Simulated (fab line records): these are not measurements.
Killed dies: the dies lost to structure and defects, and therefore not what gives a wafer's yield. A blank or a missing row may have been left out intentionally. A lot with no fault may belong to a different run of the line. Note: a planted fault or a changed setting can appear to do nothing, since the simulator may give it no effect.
2 desks, one fault -- flow n5 finfet -- every desk sees just its own numbers, and what lay behind them comes last

THE METROLOGY DESK
What the gauges read for every lot (on any tool): the sampled wafers with a number, averaged. A lot is out of limits, marked OUT, if its mean lies more than 4 standard deviations from the usual mean; the brackets give that distance. Readings shown: 7 out of 11 (the first out of limits, and those lying furthest out on some lot).
Columns: A = VG_OVL at N5_MOL_CONTACT_COAG_OVL_MEAS_85, usual 0.1 nm; B = IOFF_N at N5_BEOL_M4_RC_MEAS_101, usual 0.17 nA/um; C = IOFF_P at N5_BEOL_M4_RC_MEAS_101, usual 0.22 nA/um; D = ION_N at N5_BEOL_M4_RC_MEAS_101, usual 671 uA/um; E = ION_P at N5_BEOL_M4_RC_MEAS_101, usual 461 uA/um; F = SS_P at N5_BEOL_M4_RC_MEAS_101, usual 73.5 mV/dec; G = VT_N at N5_BEOL_M4_RC_MEAS_101, usual 250 mV
lot,first seen here,A,B,C,D,E,F,G
L659,day 5 10:57,0.5,0.15,0.21,662,458,73.3,251
L660,day 6 02:29,0.1,0.13,0.20,659,454,72.8,253
L661,day 6 06:40,0.2,0.15,0.21,660,453,72.9,253
L663,day 6 09:49,3.9 (+5.3) OUT,0.17,0.25,673,468,73.4,248
L664,day 6 13:26,0.5,0.17,0.21,672,458,74.1,250
L665,day 6 16:46,-0.4,0.14,0.22,660,457,73.5,252
L668,day 7 19:41,5.4 (+7.3) OUT,0.19,0.23,686,464,73.7,245
L674,day 9 00:36,-0.2,0.21,0.25,684,466,73.8,245
L677,day 10 00:23,1.1,0.15,0.18,660,449,73.2,249
L679,day 10 10:02,0.6,0.14,0.20,651,448,73.4,254
This desk finds L663, L668 out of limits, with the earliest case on L663 at day 6 09:49 (VG_OVL at N5_MOL_CONTACT_COAG_OVL_MEAS_85). Within limits: L659, L660, L661, L664, L665, L674, L677, L679.

THE DEFECT DESK
Inspection counts along the route, by lot: the mean over sampled wafers that carry a number. A lot is out of limits, marked OUT, if its mean lies more than 4 standard deviations from the usual mean; the brackets give that distance.
Columns: A = raw defect count at N5_MOL_CONTACT_COAG_INSPECT_57, usual 205
lot,first seen here,A
L659,day 5 11:00,160
L660,day 6 02:31,207
L661,day 6 06:43,281
L663,day 6 09:52,211
L664,day 6 13:29,158
L665,day 6 16:49,201
L668,day 7 19:44,173
L674,day 9 00:39,170
L677,day 10 00:26,190
L679,day 10 10:05,179
This desk found nothing out of limits on any of the 10 lots.

TAKEN TOGETHER
Metrology desk: alarm possible at day 6 09:49 on L663, L668.
Nothing the defect desk looked at was out of limits.
The defect desk has L663, L668 on record, within its limits.
Every lot named ran N5_MOL_CONTACT_COAG_EXPOSE_81 on euv scanner-01.

WHAT WAS PUT IN BY THE SIMULATOR
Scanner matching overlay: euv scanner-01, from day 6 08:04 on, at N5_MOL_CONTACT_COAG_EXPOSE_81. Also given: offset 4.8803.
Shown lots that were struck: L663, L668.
Delay in hours, fault start to first out-of-limits reading, per desk: metrology desk 2.
